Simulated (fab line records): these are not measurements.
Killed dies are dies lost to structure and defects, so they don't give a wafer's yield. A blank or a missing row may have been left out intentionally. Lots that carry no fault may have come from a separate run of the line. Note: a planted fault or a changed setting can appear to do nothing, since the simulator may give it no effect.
Which tool did it? -- flow nand_harc -- 12 lots with 36 wafers sampled at 5 steps, on a route of 1302 steps

WHAT THE GAUGES SHOWED, per wafer
NHARC_A_BONDPAD_CD_MEAS_09 targets a cd of 500 nm. Usual: cd_nm 500.9 nm, standard deviation 1.6.
lot,measured,on,cd_nm (nm),flag
L327,day 23 04:56,cd_sem-02,500.2 500.2 500.0,
L328,day 23 10:12,cd_sem-01,499.5 498.2 501.7,
L329,day 23 13:08,cd_sem-01,503.4 502.0 501.6,
L330,day 24 15:00,cd_sem-03,502.4 503.2 501.5,
L332,day 24 16:38,cd_sem-03,501.6 500.4 501.5,
L333,day 24 21:14,cd_sem-02,499.6 499.6 499.0,
L334,day 25 21:24,cd_sem-02,498.7 500.3 499.3,
L335,day 25 22:48,cd_sem-01,501.3 502.2 502.0,
L336,day 26 14:28,cd_sem-03,502.9 501.8 499.7,
L339,day 28 06:17,cd_sem-02,504.0 501.9 503.2,
L347,day 31 12:08,cd_sem-02,500.1 499.7 499.8,
L348,day 32 02:01,cd_sem-03,497.6 499.3 498.2,

NHARC_A_BONDPAD_CD_MEAS_13. Usual: cd_nm 500.3 nm, standard deviation 1.8.
lot,measured,on,cd_nm (nm),flag
L327,day 23 05:28,cd_sem-02,499.4 499.1 500.0,
L328,day 23 10:43,cd_sem-01,498.8 497.7 501.7,
L329,day 23 13:40,cd_sem-01,503.4 501.5 501.8,
L330,day 24 15:32,cd_sem-03,501.3 502.2 500.2,
L332,day 24 17:10,cd_sem-02,500.9 501.1 500.4,
L333,day 24 21:46,cd_sem-01,499.4 499.3 497.6,
L334,day 25 21:56,cd_sem-02,497.6 498.8 498.5,
L335,day 25 23:20,cd_sem-02,500.9 501.9 502.2,
L336,day 26 15:00,cd_sem-03,501.9 502.3 499.6,
L339,day 28 06:49,cd_sem-02,503.3 501.0 501.9,
L347,day 31 12:39,cd_sem-01,498.9 499.3 499.1,
L348,day 32 02:33,cd_sem-03,496.7 497.7 497.0,

NHARC_END_SORT_01. Usual: defect_limited_yield 91.7 %, standard deviation 2.8; killed_at_array 52, standard deviation 19; killed_at_other 0.8, standard deviation 1; killed_at_periphery 3.7, standard deviation 2.5; killed_dies 56, standard deviation 19; killed_open 3.5, standard deviation 2; killed_short 2.2, standard deviation 1.4; sort_bin_2_pct 2.9 %, standard deviation 1.2; sort_bin_3_pct 0.6 %, standard deviation 0.36; sort_bin_4_pct 4.8 %, standard deviation 1.6; sort_n_pass 621, standard deviation 19; sort_rim_yield_pct 92 %, standard deviation 3.9; sort_yield_pct 91.7 %, standard deviation 2.8.
lot,measured,on,defect_limited_yield (%),killed_at_array,killed_at_other,killed_at_periphery,killed_dies,killed_open,killed_short,sort_bin_2_pct (%),sort_bin_3_pct (%),sort_bin_4_pct (%),sort_n_pass,sort_rim_yield_pct (%),sort_yield_pct (%),flag
L347,day 32 19:48,prober-01,92.3,48,1,3,52,3,2,3.1,0.9,3.7,625,90,92.3,

WHICH TOOL RAN EACH LOT (tool, then ch and the chambers of the sampled wafers, then the start)
lot,NHARC_A_M1_CMP_23,NHARC_A_BONDPAD_ETCH_24
L327,"cmp-01 ch 1,2,3, day 23 02:44","rie_diel-08 ch 1,2, day 23 05:40"
L328,"cmp-02 ch 2,3, day 23 07:48","rie_diel-07 ch 0,1, day 23 10:57"
L329,"cmp-01 ch 0,1,3, day 23 10:48","rie_diel-09 ch 1,2,3, day 23 13:53"
L330,"cmp-02 ch 0,1,2, day 24 12:38","rie_diel-07 ch 0,1,2, day 24 15:46"
L332,"cmp-01 ch 0,1,2, day 24 14:23","rie_diel-07 ch 1,2,3, day 24 17:24"
L333,"cmp-02 ch 2,3, day 24 18:50","rie_diel-07 ch 1,2,3, day 24 22:00"
L334,"cmp-02 ch 0,1,2, day 25 19:00","rie_diel-08 ch 1,2,3, day 25 22:11"
L335,"cmp-01 ch 1,3, day 25 20:25","rie_diel-07 ch 0,2,3, day 25 23:34"
L336,"cmp-01 ch 1,3, day 26 12:12","rie_diel-07 ch 0,2,3, day 26 15:14"
L339,"cmp-01 ch 1,2, day 28 04:01","rie_diel-09 ch 0,2,3, day 28 07:02"
L347,"cmp-01 ch 0,3, day 31 09:04","rie_diel-07 ch 0,3, day 31 12:53"
L348,"cmp-01 ch 0,1, day 31 23:38","rie_diel-08 ch 1,2,3, day 32 02:47"
- NHARC_A_M1_CMP_23: polishes, t overpolish 20 s, target thk 154.34 nm.
- NHARC_A_BONDPAD_ETCH_24: etches the open film in CF4/N2, target depth 30 nm, time 72.99 s.

AS READ BY THE TOOLS THEMSELVES (means over the sampled wafers that have a number; for cases with no such wafer, the mark the record gives instead)
NHARC_A_M1_CMP_23. Usual: motor_current_A 12.8 A, standard deviation 1.4; time_to_endpoint_s 28.4 s, standard deviation 2.
lot,tool,motor_current_A (A),time_to_endpoint_s (s),flag
L327,cmp-01,12.7,26.3,
L328,cmp-02,12.2,27.2,
L329,cmp-01,13.3,30.1,
L330,cmp-02,12.6,28.5,
L332,cmp-01,13.8,26.9,
L333,cmp-02,12.2,27.4,
L334,cmp-02,12.5,27.1,
L335,cmp-01,13.2,27.4,
L336,cmp-01,12.6,30.7,
L339,cmp-01,12.4,31.9,
L347,cmp-01,14.9,28.0,
L348,cmp-01,14.8,26.7,

NHARC_A_BONDPAD_ETCH_24. Usual: value, then standard deviation, for each; drypump_motor_current_A 5.9 A / 0.48; oes_product_au 0.999 a.u. / 0.0078; rf_fwd_power_W 297.3 W / 1.1; rf_vpp_V 314.3 V / 2; run_length_s 94.2 s / 0.45; showerhead_plenum_p_Torr 2.63 Torr / 0.098; throttle_valve_pct 19.795 % / 0.0092.
lot,tool,drypump_motor_current_A (A),oes_product_au (a.u.),rf_fwd_power_W (W),rf_vpp_V (V),run_length_s (s),showerhead_plenum_p_Torr (Torr),throttle_valve_pct (%),flag
L327,rie_diel-08,5.9,0.986,297.3,313.0,94.1,2.60,19.798,
L328,rie_diel-07,6.0,1.000,297.2,314.0,94.0,2.59,19.799,
L329,rie_diel-09,5.7,1.008,297.9,315.7,94.1,2.69,19.799,
L330,rie_diel-07,5.7,1.003,297.4,315.0,94.2,2.64,19.786,
L332,rie_diel-07,5.8,1.003,297.6,315.0,94.3,2.66,19.790,
L333,rie_diel-07,5.8,1.000,298.1,314.4,94.1,2.66,19.788,
L334,rie_diel-08,5.9,0.998,297.4,314.9,94.5,2.66,19.799,
L335,rie_diel-07,5.9,0.988,297.9,313.5,94.5,2.58,19.794,
L336,rie_diel-07,5.9,1.008,297.7,313.7,94.6,2.58,19.797,
L339,rie_diel-09,6.2,1.010,297.5,313.8,94.0,2.61,19.789,
L347,rie_diel-07,6.4,0.996,299.0,312.5,88.1,2.56,19.794,OFF
L348,rie_diel-08,5.9,0.998,296.3,315.1,94.5,2.65,19.796,

THE ANSWER, worked out from the rows above alone
Rule: a lot counts as off when the mean over its wafers that have a number is more than 3 standard deviations away from the usual mean. A lot without any number at a reading at which 4 lots or more have one is off too. Where the step has rows for the other lots, those lots are counted as sound. Order of review: gauges by route order, followed by the tools' own readings, for which a lot's mean as printed above is used. The first step at which some lot is off is used, and at that step the reading that is off furthest; a lot without a number counts as furthest.
Off at NHARC_A_BONDPAD_ETCH_24 (run_length_s): L347.
If a tool, at that step or one of the process steps before it, ran each lot that is off and ran no sound lot following the first of them, it fits. One fits: rie_diel-07 at NHARC_A_BONDPAD_ETCH_24. A fault onset in the window from L336 (day 26 15:14, its last sound lot) to L347 (day 31 12:53, its first lot off) fits.
The tool's own readings at NHARC_A_BONDPAD_ETCH_24 bear it out: on the lots that are off they differ by more than 5 times the standard deviation of the sound lots' means. run_length_s reads 88.1 s there against 94.3 s on the sound lots.

WHAT THE SIMULATOR HAD PUT IN
rie_diel-07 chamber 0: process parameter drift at NHARC_A_BONDPAD_ETCH_24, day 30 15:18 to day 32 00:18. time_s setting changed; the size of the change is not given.
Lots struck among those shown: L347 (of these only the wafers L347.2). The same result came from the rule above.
